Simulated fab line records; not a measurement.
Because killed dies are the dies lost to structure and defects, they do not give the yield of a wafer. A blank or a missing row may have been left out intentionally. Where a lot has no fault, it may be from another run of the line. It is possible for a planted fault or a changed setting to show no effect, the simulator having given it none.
Which tool is to blame?    flow nand-harc    60 wafers from 20 lots sampled at 6 of the route's 1159 steps

WHAT THE GAUGES SHOWED, per wafer
Not one reading of a measure or inspect step in the record can be checked against a usual standard deviation.

EACH LOT AND THE TOOL THAT RAN IT (in order: tool; ch and the chambers of the sampled wafers; start)
lot   NHARC_A_CHANNEL_HOLE_D1_ETCH_44     NHARC_A_CHANNEL_HOLE_D1_XSEM_31  NHARC_A_CHANNEL_FILL_D1_ETCHBACK_20  NHARC_A_CHANNEL_FILL_D1_CMP_10  NHARC_A_STAIRCASE_TRIM_193        NHARC_A_STAIRCASE_TRIM_222
L075  rie-diel-03 ch 1,3, day 8 21:39     xsem-01 ch 0, day 8 22:32        rie-diel-01 ch 0,2,3, day 10 03:16   cmp-01 ch 1,2, day 11 02:22     rie-diel-11 ch 0,2, no start      rie-diel-04 ch 1,2, no start
L076  rie-diel-09 ch 0,1, day 8 22:04     xsem-02 ch 0, day 8 23:05        rie-diel-06 ch 0,2, day 10 03:16     cmp-03 ch 2,3, day 11 02:19     rie-diel-04 ch 1,2,3, no start    rie-diel-04 ch 0,1, no start
L077  rie-diel-09 ch 1,2, day 9 11:21     xsem-01 ch 0, day 9 12:13        rie-diel-02 ch 0,1,2, day 10 15:08   cmp-01 ch 0,1,3, day 11 14:37   rie-diel-11 ch 1,2,3, no start    rie-diel-04 ch 1,3, no start
L078  rie-diel-03 ch 0,2,3, day 9 12:17   xsem-02 ch 0, day 9 13:10        rie-diel-06 ch 1,2,3, day 10 15:07   cmp-04 ch 2,3, day 11 14:37     rie-diel-12 ch 2,3, no start      rie-diel-11 ch 0,1,2, no start
L079  rie-diel-07 ch 0,2,3, day 9 19:56   xsem-01 ch 0, day 9 20:52        rie-diel-02 ch 0,2,3, day 11 00:05   cmp-04 ch 1,2,3, day 11 23:47   rie-diel-04 ch 0,1,2, no start    rie-diel-04 ch 0,2,3, no start
L081  rie-diel-07 ch 0,3, day 10 03:52    xsem-02 ch 0, day 10 04:47       rie-diel-01 ch 0,1,3, day 11 05:15   cmp-03 ch 1,2, day 12 04:50     rie-diel-11 ch 0,1,3, no start    rie-diel-11 ch 0,1, no start
L083  rie-diel-03 ch 1,2,3, day 10 21:23  xsem-02 ch 0, day 10 22:25       rie-diel-02 ch 0,1,2, day 12 01:37   cmp-01 ch 1,2,3, day 13 00:55   rie-diel-11 ch 0,2,3, no start    rie-diel-04 ch 0,2,3, no start
L082  rie-diel-07 ch 2,3, day 10 22:24    xsem-01 ch 0, day 10 23:18       rie-diel-06 ch 0,2, day 12 01:37     cmp-04 ch 1,2,3, day 13 00:58   rie-diel-12 ch 0,2, no start      rie-diel-12 ch 0,1,2, no start
L085  rie-diel-07 ch 2,3, day 11 13:33    xsem-02 ch 0, day 11 14:26       rie-diel-06 ch 1,2,3, day 12 14:43   cmp-03 ch 2,3, day 13 13:34     rie-diel-04 ch 0,1, no start      rie-diel-04 ch 0,1,3, no start
L086  rie-diel-03 ch 0,3, day 11 23:21    xsem-01 ch 0, day 12 00:13       rie-diel-01 ch 0,3, day 13 00:37     cmp-04 ch 0,2,3, day 14 00:02   rie-diel-04 ch 1,3, no start      rie-diel-11 ch 1,2,3, no start
L087  rie-diel-07 ch 1,2, day 12 00:27    xsem-02 ch 0, day 12 01:22       rie-diel-06 ch 0,1,2, day 13 00:39   cmp-03 ch 1,2,3, day 13 23:58   rie-diel-12 ch 1,2, no start      rie-diel-12 ch 0,3, no start
L084  rie-diel-03 ch 0,1,2, day 12 07:38  xsem-01 ch 0, day 12 08:31       rie-diel-01 ch 0,2, day 13 08:56     cmp-01 ch 0,2,3, day 14 08:01   rie-diel-12 ch 0,1,2, no start    rie-diel-04 ch 0,1,2, no start
L089  rie-diel-07 ch 0,3, day 12 07:52    xsem-02 ch 0, day 12 08:47       rie-diel-06 ch 0,2, day 13 08:56     cmp-04 ch 0,1, day 14 08:02     rie-diel-11 ch 0,1, no start      rie-diel-04 ch 0,1,2, no start
L088  rie-diel-03 ch 0,2,3, day 12 11:47  xsem-01 ch 0, day 12 12:40       rie-diel-06 ch 0,3, day 13 13:51     cmp-04 ch 1,2,3, day 14 13:01   rie-diel-11 ch 0,2,3, no start    rie-diel-04 ch 1,2,3, no start
L090  rie-diel-03 ch 0,1,3, day 12 18:11  xsem-02 ch 0, day 12 19:05       rie-diel-01 ch 0,2,3, day 13 19:32   cmp-01 ch 0,1,3, day 14 18:35   rie-diel-12 ch 0,1,2, no start    rie-diel-11 ch 1,2,3, no start
L094  rie-diel-07 ch 2,3, day 13 03:43    xsem-02 ch 0, day 13 04:37       rie-diel-02 ch 1,3, day 14 03:41     cmp-04 ch 0,1,2, day 15 06:23   rie-diel-12 ch 0,1, no start      rie-diel-12 ch 0,3, no start
L091  rie-diel-09 ch 0,1,2, day 13 06:48  xsem-01 ch 0, day 13 07:41       rie-diel-06 ch 1,2,3, day 14 08:02   cmp-01 ch 2,3, day 15 06:18     rie-diel-11 ch 1,2, no start      rie-diel-04 ch 2,3, no start
L092  rie-diel-03 ch 2,3, day 13 11:53    xsem-02 ch 0, day 13 12:47       rie-diel-06 ch 1,2,3, day 14 14:50   cmp-01 ch 1,2,3, day 15 13:46   rie-diel-11 ch 0,1,3, no start    rie-diel-11 ch 1,2, no start
L096  rie-diel-03 ch 0,2,3, day 14 00:31  xsem-01 ch 0, day 14 01:25       rie-diel-01 ch 0,1,3, day 15 02:08   cmp-03 ch 0,1,2, day 16 01:28   rie-diel-04 ch 1,2,3, no start    rie-diel-04 ch 0,2,3, no start
L097  rie-diel-07 ch 0,1, day 14 04:41    xsem-02 ch 0, day 14 05:34       rie-diel-01 ch 1,3, day 15 08:27     cmp-01 ch 0,2, day 16 08:35     rie-diel-11 ch 0,2, day 16 20:05  rie-diel-04 ch 0,1,2, no start
- NHARC_A_CHANNEL_HOLE_D1_ETCH_44: etches the open film in CF4/O2, target depth 140 nm, overetch 14 nm, time 77 s.
- NHARC_A_CHANNEL_HOLE_D1_XSEM_31
- NHARC_A_CHANNEL_FILL_D1_ETCHBACK_20: etches the open film in C4F8/O2/Ar, target depth 27 nm, time 13.5 s.
- NHARC_A_CHANNEL_FILL_D1_CMP_10: polishes, target thk 150 nm.
- NHARC_A_STAIRCASE_TRIM_193: chemistry O2, time 211.2 s.
- NHARC_A_STAIRCASE_TRIM_222: chemistry O2, time 211.2 s.

WHAT THE TOOLS THEMSELVES READ (means of the sampled wafers that have a number; where no wafer has one, the mark that the record gives instead)
NHARC_A_CHANNEL_HOLE_D1_ETCH_44. Usual: bias-w 100.00 W, standard deviation 0.28; drypump-motor-current-A 5.7 A, standard deviation 0.53; mfc-ar-sccm 0.005 sccm, standard deviation 0.0069; o2-flow-sccm 20.01 sccm, standard deviation 0.051; oes-product-au 0.999 a.u., standard deviation 0.0069; rf-vpp-V 197.7 V, standard deviation 0.93; showerhead-plenum-p-Torr 1.326 Torr, standard deviation 0.027; throttle-valve-pct 13.398 %, standard deviation 0.01.
lot   tool         bias-w (W)  drypump-motor-current-A (A)  mfc-ar-sccm (sccm)  o2-flow-sccm (sccm)  oes-product-au (a.u.)  rf-vpp-V (V)  showerhead-plenum-p-Torr (Torr)  throttle-valve-pct (%)  flag
L075  rie-diel-03  100.18      5.6                          0.000               20.04                1.000                  197.8         1.334                            13.397                  
L076  rie-diel-09  100.05      6.0                          0.000               20.01                0.994                  197.9         1.293                            13.402                  
L077  rie-diel-09  99.77       6.1                          0.003               19.93                0.995                  197.1         1.303                            13.408                  
L078  rie-diel-03  99.94       5.1                          0.004               20.07                1.013                  198.2         1.349                            13.396                  
L079  rie-diel-07  99.87       5.9                          0.010               19.98                1.000                  197.5         1.308                            13.403                  
L081  rie-diel-07  99.85       6.1                          0.007               20.06                1.001                  197.0         1.294                            13.385                  
L083  rie-diel-03  99.76       5.4                          0.000               20.00                1.003                  198.3         1.333                            13.404                  
L082  rie-diel-07  100.01      6.2                          0.007               19.96                0.994                  197.3         1.305                            13.394                  
L085  rie-diel-07  99.99       5.7                          0.013               20.04                1.008                  197.3         1.320                            13.394                  
L086  rie-diel-03  100.20      5.1                          0.008               19.95                1.003                  198.4         1.354                            13.399                  
L087  rie-diel-07  99.91       5.5                          0.007               20.00                0.995                  197.3         1.332                            13.390                  
L084  rie-diel-03  100.21      5.3                          0.004               20.05                0.995                  198.6         1.339                            13.404                  
L089  rie-diel-07  100.05      6.1                          0.007               20.03                1.006                  196.8         1.293                            13.399                  
L088  rie-diel-03  99.94       5.1                          0.004               19.98                0.991                  198.0         1.349                            13.392                  
L090  rie-diel-03  100.04      5.4                          0.004               20.02                1.004                  198.5         1.339                            13.403                  
L094  rie-diel-07  99.75       6.2                          0.007               19.96                0.996                  197.3         1.304                            13.394                  
L091  rie-diel-09  100.05      6.2                          0.003               19.95                0.989                  196.2         1.300                            13.404                  
L092  rie-diel-03  99.80       5.3                          0.000               20.07                1.003                  197.9         1.342                            13.397                  
L096  rie-diel-03  100.13      5.1                          0.004               20.02                0.996                  197.1         1.348                            13.407                  
L097  rie-diel-07  100.05      5.7                          0.003               20.02                0.998                  197.7         1.318                            13.402                  

NHARC_A_CHANNEL_HOLE_D1_XSEM_31. Usual: bot-cd-nm 74.6 nm, standard deviation 1.1; bow-nm 8.60 nm, standard deviation 0.21; tilt-deg 0.09 degrees, standard deviation 0.035.
lot   tool     bot-cd-nm (nm)  bow-nm (nm)  tilt-deg (degrees)  flag
L075  xsem-01  74.7            8.56         0.11                
L076  xsem-02  74.1            8.84         0.04                
L077  xsem-01  73.6            8.69         0.06                
L078  xsem-02  74.1            8.57         0.05                
L079  xsem-01  74.5            8.27         0.12                
L081  xsem-02  74.3            8.29         0.04                
L083  xsem-02  74.1            8.61         0.07                
L082  xsem-01  74.2            8.68         0.08                
L085  xsem-02  76.2            8.55         0.12                
L086  xsem-01  74.9            8.63         0.08                
L087  xsem-02  75.1            8.81         0.09                
L084  xsem-01  74.4            8.50         0.14                
L089  xsem-02  75.7            8.75         0.08                
L088  xsem-01  74.5            8.65         0.01                
L090  xsem-02  74.9            8.24         0.06                
L094  xsem-02  75.0            8.78         0.13                
L091  xsem-01  73.9            8.88         0.14                
L092  xsem-02  74.0            8.62         0.08                
L096  xsem-01  74.9            8.53         0.13                
L097  xsem-02  76.2            8.19         0.09                

NHARC_A_CHANNEL_FILL_D1_ETCHBACK_20. Usual: bias-w 1500 W, standard deviation 4.4; oes-product-au 0.97 a.u., standard deviation 0.036; rf-vpp-V 981 V, standard deviation 5.1.
lot   tool         bias-w (W)  oes-product-au (a.u.)  rf-vpp-V (V)  flag
L075  rie-diel-01  1497        1.01                   977           
L076  rie-diel-06  1496        0.93                   982           
L077  rie-diel-02  1500        1.00                   979           
L078  rie-diel-06  1497        0.93                   983           
L079  rie-diel-02  1500        1.00                   980           
L081  rie-diel-01  1499        0.92                   977           
L083  rie-diel-02  1497        0.93                   979           
L082  rie-diel-06  1506        1.00                   982           
L085  rie-diel-06  1497        0.93                   984           
L086  rie-diel-01  1501        0.93                   975           
L087  rie-diel-06  1496        0.98                   984           
L084  rie-diel-01  1504        0.93                   980           
L089  rie-diel-06  1497        1.00                   981           
L088  rie-diel-06  1501        0.99                   985           
L090  rie-diel-01  1498        1.00                   976           
L094  rie-diel-02  1501        0.92                   982           
L091  rie-diel-06  1501        1.00                   982           
L092  rie-diel-06  1501        0.99                   983           
L096  rie-diel-01  1500        1.01                   976           
L097  rie-diel-01  1501        1.00                   974           

NHARC_A_CHANNEL_FILL_D1_CMP_10. Usual: edge-zone-pressure-frac 1.000, standard deviation 0.0053; motor-current-A 12.0 A, standard deviation 1.2; time-to-endpoint-s 13.8 s, standard deviation 1.7.
lot   tool    edge-zone-pressure-frac  motor-current-A (A)  time-to-endpoint-s (s)  flag
L075  cmp-01  1.001                    11.0                 13.5                    
L076  cmp-03  0.998                    12.7                 14.9                    
L077  cmp-01  1.006                    11.7                 13.9                    
L078  cmp-04  0.995                    11.9                 14.3                    
L079  cmp-04  0.998                    12.2                 12.8                    
L081  cmp-03  1.004                    12.2                 15.2                    
L083  cmp-01  1.000                    11.9                 15.3                    
L082  cmp-04  1.002                    11.9                 12.0                    
L085  cmp-03  0.997                    13.0                 13.4                    
L086  cmp-04  1.003                    12.8                 13.3                    
L087  cmp-03  0.996                    12.6                 13.5                    
L084  cmp-01  1.007                    11.6                 13.3                    
L089  cmp-04  0.999                    13.0                 12.7                    
L088  cmp-04  0.995                    11.6                 14.3                    
L090  cmp-01  1.000                    11.8                 13.9                    
L094  cmp-04  0.998                    13.0                 14.6                    
L091  cmp-01  1.003                    12.8                 11.5                    
L092  cmp-01  0.993                    11.9                 14.1                    
L096  cmp-03  0.997                    12.0                 14.9                    
L097  cmp-01  1.002                    11.5                 13.3                    

NHARC_A_STAIRCASE_TRIM_193. Usual: for drypump-motor-current-A, 5.6 A with a standard deviation of 0.52; for mfc-ar-sccm, 0.008 sccm with a standard deviation of 0.013; for o2-flow-sccm, 500.1 sccm with a standard deviation of 1.5; for oes-product-au, 1.002 a.u. with a standard deviation of 0.0079; for rf-vpp-V, 57.8 V with a standard deviation of 0.89; for showerhead-plenum-p-Torr, 3.51 Torr with a standard deviation of 0.16; for throttle-valve-pct, 17.035 % with a standard deviation of 0.0098.
lot   tool         drypump-motor-current-A (A)  mfc-ar-sccm (sccm)  o2-flow-sccm (sccm)  oes-product-au (a.u.)  rf-vpp-V (V)  showerhead-plenum-p-Torr (Torr)  throttle-valve-pct (%)  flag
L075  rie-diel-11  5.0                          0.023               499.8                1.010                  58.2          3.43                             17.036                  
L076  rie-diel-04  5.7                          0.004               501.1                1.005                  57.6          3.51                             17.045                  
L077  rie-diel-11  5.7                          0.000               499.9                0.998                  58.1          3.60                             17.037                  
L078  rie-diel-12  5.9                          0.007               500.9                1.002                  58.2          3.57                             17.036                  
L079  rie-diel-04  5.6                          0.004               501.6                0.998                  57.8          3.39                             17.029                  
L081  rie-diel-11  5.8                          0.011               499.6                0.997                  57.5          3.47                             17.034                  
L083  rie-diel-11  5.3                          0.011               499.8                1.004                  57.5          3.58                             17.041                  
L082  rie-diel-12  5.8                          0.007               500.5                0.995                  58.2          3.52                             17.038                  
L085  rie-diel-04  5.8                          0.004               500.3                1.009                  57.2          3.37                             17.040                  
L086  rie-diel-04  5.6                          0.002               500.3                1.005                  58.1          3.57                             17.030                  
L087  rie-diel-12  5.5                          0.018               500.5                0.986                  57.9          3.47                             17.043                  
L084  rie-diel-12  5.5                          0.015               500.1                0.996                  57.7          3.46                             17.029                  
L089  rie-diel-11  5.5                          0.023               499.4                1.010                  57.4          3.31                             17.033                  
L088  rie-diel-11  5.3                          0.011               501.0                1.014                  58.2          3.57                             17.027                  
L090  rie-diel-12  5.5                          0.015               500.6                0.992                  56.8          3.46                             17.038                  
L094  rie-diel-12  5.2                          0.023               500.7                1.001                  57.5          3.40                             17.039                  
L091  rie-diel-11  5.3                          0.000               499.9                1.004                  57.2          3.57                             17.039                  
L092  rie-diel-11  5.8                          0.011               499.7                1.003                  58.1          3.45                             17.022                  
L096  rie-diel-04  5.7                          0.004               501.4                1.005                  57.2          3.49                             17.042                  
L097  rie-diel-11  4.9                          0.011               499.8                1.005                  58.5          3.72                             17.036                  

NHARC_A_STAIRCASE_TRIM_222. Usual: for drypump-motor-current-A, 5.6 A with a standard deviation of 0.51; for mfc-ar-sccm, 0.006 sccm with a standard deviation of 0.011; for o2-flow-sccm, 500.1 sccm with a standard deviation of 1.3; for oes-product-au, 1.001 a.u. with a standard deviation of 0.0077; for rf-vpp-V, 57.5 V with a standard deviation of 0.82; for showerhead-plenum-p-Torr, 3.48 Torr with a standard deviation of 0.15; for throttle-valve-pct, 17.037 % with a standard deviation of 0.0095.
lot   tool         drypump-motor-current-A (A)  mfc-ar-sccm (sccm)  o2-flow-sccm (sccm)  oes-product-au (a.u.)  rf-vpp-V (V)  showerhead-plenum-p-Torr (Torr)  throttle-valve-pct (%)  flag
L075  rie-diel-04  5.9                          0.005               500.4                0.993                  57.2          3.44                             17.032                  
L076  rie-diel-04  5.4                          0.002               500.6                0.998                  57.5          3.36                             17.042                  
L077  rie-diel-04  5.6                          0.002               500.1                0.989                  57.9          3.57                             17.038                  
L078  rie-diel-11  5.4                          0.011               500.8                1.008                  57.0          3.45                             17.039                  
L079  rie-diel-04  5.3                          0.002               499.9                1.002                  58.0          3.48                             17.036                  
L081  rie-diel-11  5.5                          0.023               500.5                1.000                  57.1          3.32                             17.042                  
L083  rie-diel-04  5.4                          0.002               500.3                0.999                  57.0          3.47                             17.044                  
L082  rie-diel-12  5.5                          0.015               499.6                0.994                  57.8          3.47                             17.050                  
L085  rie-diel-04  5.5                          0.002               499.0                0.998                  58.1          3.46                             17.043                  
L086  rie-diel-11  5.7                          0.000               499.4                1.006                  58.1          3.59                             17.031                  
L087  rie-diel-12  5.9                          0.000               501.5                0.988                  57.8          3.60                             17.041                  
L084  rie-diel-04  5.6                          0.004               500.4                0.998                  58.0          3.39                             17.042                  
L089  rie-diel-04  5.6                          0.004               500.1                0.997                  57.0          3.39                             17.038                  
L088  rie-diel-04  5.7                          0.004               501.6                0.996                  57.9          3.49                             17.046                  
L090  rie-diel-11  5.7                          0.000               499.2                1.009                  57.9          3.59                             17.039                  
L094  rie-diel-12  5.9                          0.000               500.5                0.992                  58.4          3.60                             17.036                  
L091  rie-diel-04  5.6                          0.003               500.7                0.998                  57.4          3.51                             17.032                  
L092  rie-diel-11  5.9                          0.000               500.5                1.010                  57.4          3.45                             17.042                  
L096  rie-diel-04  5.3                          0.002               501.2                1.002                  57.9          3.46                             17.029                  
L097  rie-diel-04  5.6                          0.004               500.1                0.999                  56.7          3.38                             17.032                  

THE ANSWER, worked out from the rows above alone
Rule: take the mean of a lot's wafers that have a number; if it is more than 3 standard deviations from the usual mean, the lot is off. A lot without any number at a reading at which 4 lots or more have one is off too. The other lots that the step has rows for count as sound. First the gauges in route order, then the tools' own readings, where a lot's mean is used as printed above. At the first step where some lot is off, the reading lying furthest off is the one used; lots without a number count as furthest.
No lot is off at any reading shown: from this, nothing can be told.

WHAT THE SIMULATOR HAD PUT IN
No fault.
